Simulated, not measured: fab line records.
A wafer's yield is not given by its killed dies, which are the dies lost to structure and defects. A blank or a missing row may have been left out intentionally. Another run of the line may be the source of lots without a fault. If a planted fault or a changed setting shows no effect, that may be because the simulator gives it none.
Which tool did it?	flow n5_finfet	11 lots with 33 wafers sampled at 5 steps, on a route of 1938 steps

## WHAT EACH GAUGE READ, for each wafer
N5_BEOL_M3_OCD_MEAS_38.
lot	measured	on	trench_depth_nm (nm)
L075	day 7 08:41	ocd-02	54.4 55.5 54.6
L077	day 8 01:24	ocd-02	55.4 56.4 55.7
L079	day 8 04:31	ocd-01	55.0 56.0 55.3
L081	day 9 02:05	ocd-01	56.1 55.7 55.4
L082	day 9 05:49	ocd-01	55.6 56.0 55.8
L085	day 10 07:23	ocd-02	55.1 55.6 56.4
L087	day 10 10:43	ocd-01	55.1 55.9 55.6
L089	day 10 20:09	ocd-02	54.9 56.8 58.1
L092	day 11 12:17	ocd-01	56.9 57.6 55.9
L093	day 11 22:53	ocd-02	55.1 55.4 56.0
L096	day 12 17:42	ocd-02	54.9 55.6 55.3

## WHICH TOOL RAN EACH LOT (tool, then ch and the chambers of the sampled wafers, then the start)
lot	N5_BEOL_M3_DESCUM_16	N5_BEOL_M3_HM_OPEN_17	N5_BEOL_M3_ETCH_69	N5_BEOL_M3_VIA_ETCH_34
L075	rie_diel-04 ch 0,1,3, day 7 06:55	rie_metal-02 ch 0,1, day 7 07:15	rie_diel-05 ch 1,2,3, day 7 08:04	rie_diel-05 ch 0,1,3, day 7 08:26
L077	rie_diel-04 ch 0,1,2, day 7 13:58	rie_metal-02 ch 0,1, day 7 14:13	rie_diel-04 ch 0,1,3, day 7 14:58	rie_diel-03 ch 0,1,3, day 8 01:08
L079	rie_diel-05 ch 0,1,3, day 8 02:35	rie_metal-03 ch 0,1, day 8 02:50	rie_diel-05 ch 0,1,3, day 8 03:38	rie_diel-04 ch 0,3, day 8 04:15
L081	rie_diel-05 ch 0,3, day 8 17:47	rie_metal-02 ch 0,1, day 8 18:02	rie_diel-03 ch 0,1, day 8 18:43	rie_diel-03 ch 0,1, day 9 01:50
L082	rie_diel-04 ch 0,2,3, day 9 00:37	rie_metal-01 ch 0,1, day 9 00:52	rie_diel-05 ch 0,1, day 9 01:40	rie_diel-04 ch 2,3, day 9 05:33
L085	rie_diel-03 ch 1,3, day 10 01:58	rie_metal-01 ch 0,1, day 10 02:13	rie_diel-04 ch 1,3, day 10 03:03	rie_diel-03 ch 1,2, day 10 07:08
L087	rie_diel-03 ch 1,2, day 10 02:37	rie_metal-01 ch 0,1, day 10 02:51	rie_diel-05 ch 0,2, day 10 03:32	rie_diel-04 ch 0,1,2, day 10 10:28
L089	rie_diel-03 ch 0,1,2, day 10 16:21	rie_metal-03 ch 0,1, day 10 16:36	rie_diel-04 ch 0,1,2, day 10 17:21	rie_diel-03 ch 0,2,3, day 10 19:54
L092	rie_diel-04 ch 1,2,3, day 11 06:27	rie_metal-01 ch 0,1, day 11 06:43	rie_diel-03 ch 0,2,3, day 11 07:43	rie_diel-03 ch 0,1,3, day 11 12:02
L093	rie_diel-03 ch 0,1,3, day 11 21:20	rie_metal-03 ch 0,1, day 11 21:35	rie_diel-03 ch 0,1,3, day 11 22:16	rie_diel-03 ch 0,1,2, day 11 22:38
L096	rie_diel-05 ch 1,2,3, day 12 11:31	rie_metal-02 ch 0,1, day 12 11:46	rie_diel-05 ch 1,2,3, day 12 12:32	rie_diel-05 ch 1,3, day 12 17:27
- N5_BEOL_M3_DESCUM_16: chemistry O2, time 7 s.
- N5_BEOL_M3_HM_OPEN_17: chemistry Cl2/BCl3, target TiN, target depth 20 nm, overetch 6 nm.
- N5_BEOL_M3_ETCH_69: etches SiARC in CF4, target depth 15.6 nm, time 26 s.
- N5_BEOL_M3_VIA_ETCH_34: etches the open film in C4F6/O2, target depth 69.4 nm, time 65.9 s.

## THE ANSWER, worked out from the rows above alone
Rule: usual is defined by the lots themselves. The widest of any qualifying gaps counts: lots, ordered by their means at a reading, are off when they make up no more than a third of the lots, leave a main group of 4 or more, and stand apart from it by 3 or more times the standard deviation of that group's means. A main group whose means are all the same, to the digits that the tables above print for the reading, isn't used. A lot without any number at a reading at which 4 lots or more have one is off too. All remaining lots with rows at the step are treated as sound.
None of the lots is off at any reading shown; this tells nothing.

## WHAT HAD BEEN PUT IN BY THE SIMULATOR
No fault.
